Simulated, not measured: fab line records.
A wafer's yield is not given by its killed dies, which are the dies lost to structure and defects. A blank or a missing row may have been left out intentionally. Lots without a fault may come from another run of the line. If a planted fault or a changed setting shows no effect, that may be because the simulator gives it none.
Comparing a struck lot with a sound one	flow nandHarc	13 out of 1159 route steps
Sound: these wafers, L702.1, L702.3, L702.6. Wafers L712.2, L712.4, L712.6 were the ones struck. The cause is named last.
Per side, at each step with rows, come the tool, then ch with its chambers, and then its first start. Under that, the readings that differ: sound wafers	struck wafers	difference of the means	sigmas: that difference in standard deviations of wafers without a fault.
alike: same words and numbers on both sides, and readings whose means sit less than 2 such deviations apart. not compared: any withheld reading, any reading some wafer has no value for, any bound like >300 that may hide the same value, and any number with overlapping values for which the record gives no deviation.
A row with sigmas, a row that says differs or no value, or rows on one side alone: a step with any of these is where the two part. Numbers that have no deviation but don't overlap get no sigmas and don't part them. Lack of a reading on every wafer of one side parts them only where that side has two or more wafers.

first, 1 step without rows for these wafers: NHARC_P_M1_PRE_CLEAN_30 (time 30 s).
NHARC_P_M1_PVD_20: deposits TaN, target thk 5 nm, time 8.06 s.
  sound on pvdSputter-03; struck on pvdSputter-03
  alike: chamberPressurePa, throttleValvePct
NHARC_P_M1_PVD_21: deposits Cu, target thk 30 nm, time 20.49 s.
  sound on pvdSputter-03; struck on pvdSputter-03
  alike: chamberPressurePa, throttleValvePct
then, 1 step without rows for these wafers: NHARC_P_M1_ECD_22 (material Cu, target thk 400 nm).
NHARC_P_M1_ANNEAL_31: time 90 s.
  sound on rtpAnneal-02 ch 0, day 7 12:16; struck on rtpAnneal-02 ch 0, day 10 04:22
  alike: wafer_temp_C_max
NHARC_P_M1_CMP_23: polishes, t overpolish 20 s, target thk 157.82 nm.
  sound on cmp-04 ch 2,3, day 7 12:36; struck on cmp-01 ch 1,2,3, day 10 04:42
  alike: motorCurrentA, slurryFilterDpKPa, timeToEndpointS
NHARC_P_M1_THK_MEAS_24: measures by xrf.
  sound on filmMetro-02 at day 7 12:55; struck on filmMetro-02 at day 10 04:59
  alike: thkNm
next, for these wafers, 1 step has no rows: NHARC_P_M1_SRD_25.
NHARC_P_M1_INSPECT_27:
  sound on defectInspect-02 at day 7 13:05; struck on defectInspect-01 at day 10 05:08
  alike: rawDefectCount
NHARC_P_M1_PRE_CLEAN_32: time 12 s.
  sound on pecvd-01 ch 0,1,2, day 7 13:20; struck on pecvd-04 ch 0,1, day 10 05:13
  alike: heaterPowerW
then, 1 step without rows for these wafers: NHARC_P_M1_DEP_33 (deposits SiCN, target thk 30 nm).
NHARC_P_M2_DEP_00: deposits SiOC, target thk 182.5 nm.
  sound on pecvd-04 ch 0,1,2, day 7 13:49; struck on pecvd-01 ch 0,2, day 10 05:47
  no value came back on the struck wafers for chamberPressureTorr (Torr), rfFwdPowerW (W); on the sound wafers chamberPressureTorr (Torr) reads 4.997 5.000 4.997
then, 1 step without rows for these wafers: NHARC_P_M2_DEHYDRATE_01 (time 120 s).

WHERE THEY PART
NHARC_P_M2_DEP_00 only, going by this record.

WHY: the cause the simulator had injected
Entire step skipped (pecvd-01, NHARC_P_M2_DEP_00), from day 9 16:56 onward. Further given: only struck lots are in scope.
